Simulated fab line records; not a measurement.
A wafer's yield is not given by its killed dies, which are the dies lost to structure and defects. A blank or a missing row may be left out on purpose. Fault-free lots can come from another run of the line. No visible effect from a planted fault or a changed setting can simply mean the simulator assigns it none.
fab line records ; flow n5Finfet ; part 2 of 2: steps 5 to 6 of 6
[record] lots = 23; wafers = 69; lastDay = 20
route steps=1938 shown BEOL_M9@1447 BEOL_M10@1474
lots that met no fault: taken from a fault-free run of the same line
startH: start of the lot's first displayed wafer, in hours after the record's first day ; waitH: hours elapsed since this lot's preceding step ; " same as the row above ; L1.1+2: a single row standing in for several wafers ; - no value, or no start was given ; * or withheld: withheld ; < > ~ a bound
route shown NAME@n: NAME is a module with steps in the file, n the number in the route of the first one ; usual: mean/standard deviation taken from wafers without a fault ; same: alike in all rows ; chamber/n: place in a boat ; sites: per-site readings ; _std_site: how widely they spread, as a standard deviation ; _edge_site: the outer-site mean with the inner-site mean subtracted ; radiusMm: how far each site lies from the wafer's centre ; mask NAME#n: copy n ; behind: tool/chamber where the wafer was last shaped ; hold: why the lot went on hold/how many hours it stayed there/how the hold came to an end ; device: which transistor (n, p or np) failed to switch ; end of line: tests of these same wafers at the route's end ; a step given without rows: its recipe and nothing more ; killed: at the first sort, the dies lost to defects and structure; wafer yield is something else ; map: shows each die of a wafer: x if killed, . if not, _ if none is there
set.NAME: the setting that was run; set.NAME@STEP: the one run at that earlier step ; model.NAME: the simulator's own value behind a step, which no gauge read
a sample of lots followed through the steps of the route, with each step as a table and each wafer as a row
services: from which hour (startH, from the record's first day; less than 0 if before it) a tool's chamber was out of use, for how many hours, and why
[[steps]]
[step N5_BEOL_M10_ETCH_65]
[recipe] chemistry = CF4; target = SiARC; targetDepthA = 390; maskMaterial = CAR-ArF; timeS = 65; ionEnergyEv = 80; pressureMtorr = 40; sourceW = 545; biasW = 36; Ar_flow_sccm = 100; cf4FlowSccm = 100; ends = cleared
[usual] drypumpMotorCurrentA = 5.8/0.42; etchRfOnTimeS = 64.7/0.9; oesProductAu = 0.70/0.088; rfVppV = 184.0/0.96; showerheadPlenumPTorr = 2.14/0.043; throttleValvePct = 15.49/0.25
lot.wafer;tool;chamber;startH;waitH;drypumpMotorCurrentA;etchRfOnTimeS;oesProductAu;rfHoursCounterH;rfVppV;showerheadPlenumPTorr;throttleValvePct
L074.3;rieDiel-02;0;257.80;0.0;6.2;65.0;0.69;93;184.7;2.16;15.54
L074.4;rieDiel-02;0;257.80;0.0;6.2;64.8;0.69;-;183.4;2.16;15.54
L074.5;rieDiel-02;2;257.80;0.0;4.9;64.4;0.61;-;183.5;2.13;15.89
L075.2;rieDiel-04;3;290.50;0.0;5.4;63.5;0.86;1;185.4;2.20;15.42
L075.4;rieDiel-04;1;290.50;0.0;5.3;65.6;0.58;250;186.5;2.19;15.69
L075.6;rieDiel-04;0;290.50;0.0;6.0;63.7;0.80;-;183.3;2.11;15.15
L076.1;rieDiel-04;3;295.14;0.0;5.3;64.3;0.83;3;185.2;2.20;15.41
L076.4;rieDiel-04;0;295.14;0.0;6.0;64.8;0.79;-;184.6;2.11;15.15
L076.6;rieDiel-04;3;295.14;0.0;5.3;64.4;0.83;-;183.3;2.20;15.42
L077.1;rieDiel-04;0;302.30;0.0;6.0;63.8;0.78;12;183.1;2.10;15.18
L077.2;rieDiel-04;3;302.30;0.0;5.3;63.7;0.82;6;185.2;2.20;15.42
L077.5;rieDiel-04;0;302.30;0.0;6.0;64.0;0.77;-;183.5;2.10;15.16
L078.1;rieDiel-04;2;311.83;0.0;6.3;64.5;0.61;234;184.5;2.11;15.73
L078.3;rieDiel-04;3;311.83;0.0;5.4;63.2;0.82;10;186.2;2.20;15.43
L078.4;rieDiel-04;3;311.83;0.0;5.4;63.7;0.81;-;184.9;2.20;15.44
L080.1;rieDiel-05;3;320.79;0.0;5.5;65.0;0.60;218;184.5;2.20;15.66
L080.2;rieDiel-05;2;320.79;0.0;5.7;65.3;0.59;247;182.9;2.11;15.57
L080.5;rieDiel-05;0;320.79;0.0;6.1;65.2;0.61;-;184.4;2.13;15.73
L081.1;rieDiel-04;3;322.77;0.0;5.4;63.9;0.80;14;183.0;2.20;15.45
L081.3;rieDiel-04;1;322.77;0.0;5.4;65.2;0.82;3;183.7;2.19;15.19
L081.4;rieDiel-04;0;322.77;0.0;6.0;64.1;0.76;20;184.5;2.10;15.19
L083.1;rieDiel-04;2;328.74;0.0;6.2;64.5;0.60;239;183.2;2.11;15.73
L083.5;rieDiel-04;1;328.74;0.0;5.3;65.7;0.81;-;184.7;2.19;15.20
L083.6;rieDiel-04;0;328.74;0.0;6.0;63.4;0.77;-;183.7;2.10;15.18
L082.3;rieDiel-04;0;331.83;0.0;6.0;63.6;0.77;23;184.5;2.10;15.18
L082.5;rieDiel-04;1;331.83;0.0;5.3;65.0;0.81;-;185.1;2.19;15.18
L082.6;rieDiel-04;0;331.83;0.0;6.0;63.8;0.76;-;183.2;2.10;15.20
L084.3;rieDiel-04;3;334.70;0.0;5.3;63.7;0.79;17;184.3;2.19;15.45
L084.5;rieDiel-04;3;334.70;0.0;5.3;63.1;0.80;-;184.4;2.19;15.45
L084.6;rieDiel-04;0;334.70;0.0;6.0;63.5;0.76;-;184.0;2.10;15.20
L086.2;rieDiel-02;1;346.03;0.0;5.7;65.4;0.58;241;184.7;2.12;15.87
L086.3;rieDiel-02;2;346.03;0.0;4.9;65.8;0.58;229;182.9;2.12;15.98
L086.6;rieDiel-02;3;346.03;0.0;5.8;64.8;0.77;-;184.4;2.18;15.40
L092.2;rieDiel-05;1;346.22;0.0;6.3;64.5;0.68;98;182.9;2.08;15.42
L092.3;rieDiel-05;3;346.22;0.0;5.5;66.0;0.59;230;184.5;2.20;15.70
L092.4;rieDiel-05;1;346.22;0.0;6.3;64.6;0.68;-;183.4;2.08;15.41
L085.3;rieDiel-05;0;346.72;0.0;6.1;64.6;0.60;191;183.8;2.13;15.75
L085.4;rieDiel-05;3;346.72;0.0;5.5;66.2;0.59;-;182.3;2.20;15.70
L085.6;rieDiel-05;0;346.72;0.0;6.1;65.1;0.60;-;183.4;2.13;15.75
L088.3;rieDiel-05;1;360.25;0.0;6.3;64.3;0.67;104;183.7;2.08;15.45
L088.5;rieDiel-05;0;360.25;0.0;6.1;64.5;0.60;-;183.2;2.13;15.78
L088.6;rieDiel-05;3;360.25;0.0;5.5;65.4;0.60;-;185.6;2.20;15.73
L087.3;rieDiel-04;1;369.21;0.0;5.3;65.5;0.77;19;185.6;2.18;15.22
L087.4;rieDiel-04;0;369.21;0.0;6.0;63.5;0.74;-;182.1;2.10;15.21
L087.6;rieDiel-04;1;369.21;0.0;5.3;64.6;0.78;-;184.5;2.18;15.23
L089.2;rieDiel-04;0;371.10;0.0;6.0;63.6;0.75;39;180.8;2.09;15.22
L089.4;rieDiel-04;1;371.10;0.0;5.3;65.1;0.77;-;184.7;2.18;15.24
L089.5;rieDiel-04;0;371.10;0.0;6.0;63.5;0.74;-;183.3;2.09;15.22
L090.2;rieDiel-05;0;371.63;0.0;6.1;65.4;0.59;201;183.2;2.13;15.78
L090.4;rieDiel-05;1;371.63;0.0;6.3;65.4;0.66;108;182.7;2.08;15.44
L090.5;rieDiel-05;3;371.63;0.0;5.4;66.3;0.59;-;184.9;2.20;15.72
L091.1;rieDiel-05;0;374.77;0.0;6.1;65.0;0.59;203;183.6;2.12;15.79
L091.3;rieDiel-05;1;374.77;0.0;6.3;64.7;0.66;109;184.7;2.08;15.44
L091.4;rieDiel-05;2;374.77;0.0;5.7;63.4;0.82;6;183.3;2.11;15.09
L093.3;rieDiel-05;3;378.67;0.0;5.5;66.1;0.58;244;184.6;2.20;15.73
L093.5;rieDiel-05;0;378.67;0.0;6.1;64.6;0.60;-;184.1;2.12;15.78
L093.6;rieDiel-05;1;378.67;0.0;6.3;64.2;0.67;-;182.0;2.07;15.44
L097.1;rieDiel-04;3;407.67;0.0;5.3;64.0;0.75;43;184.0;2.19;15.50
L097.2;rieDiel-04;2;407.67;0.0;6.3;63.2;0.82;12;182.8;2.10;15.27
L097.6;rieDiel-04;2;407.67;0.0;6.2;62.9;0.81;-;182.8;2.10;15.29
L096.1;rieDiel-02;3;408.41;0.0;5.8;64.4;0.74;53;184.3;2.17;15.45
L096.3;rieDiel-02;2;408.41;0.0;4.9;65.3;0.58;247;184.2;2.11;16.00
L096.6;rieDiel-02;3;408.41;0.0;5.8;64.5;0.73;-;185.4;2.17;15.45
L094.1;rieDiel-04;2;428.23;0.0;6.2;64.0;0.80;19;184.2;2.10;15.30
L094.2;rieDiel-04;1;428.23;0.0;5.3;66.0;0.73;44;184.8;2.18;15.28
L094.6;rieDiel-04;0;428.23;0.0;6.0;64.7;0.71;-;183.8;2.09;15.27
L095.1;rieDiel-04;3;432.35;0.0;5.3;64.1;0.74;52;184.6;2.18;15.49
L095.4;rieDiel-04;1;432.35;0.0;5.3;65.8;0.74;45;184.5;2.18;15.26
L095.6;rieDiel-04;0;432.35;0.0;6.0;64.9;0.70;-;182.6;2.09;15.27
[step N5_BEOL_M10_CURE_72]
[recipe] tempC = 370; timeS = 120; ambient = DMADMS/He; material = SiCOH_lowk
[usual] lampPowerPct = 52.31/0.053; wafer_temp_C_max = 371.7/0.61
[same] timeS = 120
lot.wafer;tool;chamber;startH;waitH;lampPowerPct;wafer_temp_C_max
L074.3;uvCure-02;1;258.55;0.1;52.20;372.2
L074.4;uvCure-02;1;258.55;0.1;52.33;371.4
L074.5;uvCure-02;1;258.55;0.1;52.31;371.3
L075.2;uvCure-01;1;291.21;0.1;52.36;371.8
L075.4;uvCure-01;1;291.21;0.1;52.32;372.2
L075.6;uvCure-01;1;291.21;0.1;52.38;372.3
L076.1;uvCure-01;0;295.97;0.2;52.31;372.0
L076.4;uvCure-01;0;295.97;0.2;52.31;371.2
L076.6;uvCure-01;0;295.97;0.2;52.22;371.2
L077.1;uvCure-02;2;302.95;0.0;52.29;370.8
L077.2;uvCure-02;2;302.95;0.0;52.30;370.9
L077.5;uvCure-02;2;302.95;0.0;52.37;370.7
L078.1;uvCure-01;0;312.78;0.3;52.34;371.9
L078.3;uvCure-01;0;312.78;0.3;52.41;371.8
L078.4;uvCure-01;0;312.78;0.3;52.34;371.4
L080.1;uvCure-02;2;321.45;0.0;52.40;371.1
L080.2;uvCure-02;2;321.45;0.0;52.28;371.3
L080.5;uvCure-02;2;321.45;0.0;52.37;370.9
L081.1;uvCure-03;1;323.42;0.0;52.36;372.4
L081.3;uvCure-03;1;323.42;0.0;52.35;372.7
L081.4;uvCure-03;1;323.42;0.0;52.39;372.8
L083.1;uvCure-02;2;329.51;0.1;52.23;371.6
L083.5;uvCure-02;2;329.51;0.1;52.38;370.7
L083.6;uvCure-02;2;329.51;0.1;52.27;371.5
L082.3;uvCure-02;1;332.70;0.3;52.29;371.3
L082.5;uvCure-02;1;332.70;0.3;52.31;371.2
L082.6;uvCure-02;1;332.70;0.3;52.33;371.8
L084.3;uvCure-02;2;335.45;0.1;52.42;371.3
L084.5;uvCure-02;2;335.45;0.1;52.28;371.3
L084.6;uvCure-02;2;335.45;0.1;52.24;370.8
L086.2;uvCure-03;0;346.74;0.1;52.35;373.1
L086.3;uvCure-03;0;346.74;0.1;52.29;372.2
L086.6;uvCure-03;0;346.74;0.1;52.31;372.2
L092.2;uvCure-01;2;346.92;0.1;52.31;372.1
L092.3;uvCure-01;2;346.92;0.1;52.27;372.9
L092.4;uvCure-01;2;346.92;0.1;52.23;371.9
L085.3;uvCure-02;1;347.49;0.1;52.27;371.5
L085.4;uvCure-02;1;347.49;0.1;52.33;371.4
L085.6;uvCure-02;1;347.49;0.1;52.30;372.1
L088.3;uvCure-02;2;361.01;0.1;52.30;371.6
L088.5;uvCure-02;2;361.01;0.1;52.29;371.0
L088.6;uvCure-02;2;361.01;0.1;52.30;371.3
L087.3;uvCure-02;2;370.07;0.2;52.32;371.2
L087.4;uvCure-02;2;370.07;0.2;52.36;370.9
L087.6;uvCure-02;2;370.07;0.2;52.22;371.3
L089.2;uvCure-01;2;371.81;0.1;52.32;372.1
L089.4;uvCure-01;2;371.81;0.1;52.32;371.8
L089.5;uvCure-01;2;371.81;0.1;52.38;372.2
L090.2;uvCure-02;2;372.38;0.1;52.35;371.7
L090.4;uvCure-02;2;372.38;0.1;52.33;371.0
L090.5;uvCure-02;2;372.38;0.1;52.44;371.0
L091.1;uvCure-03;0;375.43;0.0;52.30;371.9
L091.3;uvCure-03;0;375.43;0.0;52.36;371.9
L091.4;uvCure-03;0;375.43;0.0;52.44;372.0
L093.3;uvCure-01;0;379.78;0.4;52.29;372.0
L093.5;uvCure-01;0;379.78;0.4;52.32;371.6
L093.6;uvCure-01;0;379.78;0.4;52.27;371.0
L097.1;uvCure-01;1;408.32;0.0;52.33;371.9
L097.2;uvCure-01;1;408.32;0.0;52.33;371.1
L097.6;uvCure-01;1;408.32;0.0;52.32;372.0
L096.1;uvCure-01;2;409.06;0.0;52.38;372.6
L096.3;uvCure-01;2;409.06;0.0;52.30;372.9
L096.6;uvCure-01;2;409.06;0.0;52.31;372.2
L094.1;uvCure-02;1;428.91;0.0;52.20;372.5
L094.2;uvCure-02;1;428.91;0.0;52.32;371.8
L094.6;uvCure-02;1;428.91;0.0;52.25;371.7
L095.1;uvCure-02;1;433.00;0.0;52.32;371.4
L095.4;uvCure-02;1;433.00;0.0;52.31;371.9
L095.6;uvCure-02;1;433.00;0.0;52.39;371.3
[[services]]
tool;chamber;startH;hours;kind
rieDiel-04;3;230.56;7.6;repair
uvCure-01;-;244.20;2.1;pm
uvCure-01;-;254.81;7.5;pm
rieDiel-04;2;263.68;2.8;repair
rieDiel-04;-;278.67;4.3;pm
rieDiel-06;3;281.08;5.0;repair
rieDiel-06;1;284.55;4.9;repair
rieDiel-03;-;293.56;16.0;repair
rieDiel-05;1;302.74;4.3;repair
rieDiel-02;2;303.28;3.9;repair
uvCure-02;-;309.00;6.8;repair
uvCure-01;-;322.12;1.0;pm
uvCure-01;-;329.83;3.3;repair
uvCure-02;-;335.87;7.5;pm
uvCure-02;-;349.11;4.3;pm
rieDiel-02;2;364.20;19.8;repair
uvCure-01;-;386.01;14.2;repair
rieDiel-02;1;387.70;4.1;repair
uvCure-02;-;392.95;2.8;pm
rieDiel-04;3;393.95;5.8;repair
rieDiel-04;0;402.36;3.0;repair
rieDiel-03;-;403.77;0.4;repair
pvdSputter-03;-;415.65;1.7;repair
rieDiel-02;-;419.96;0.5;repair
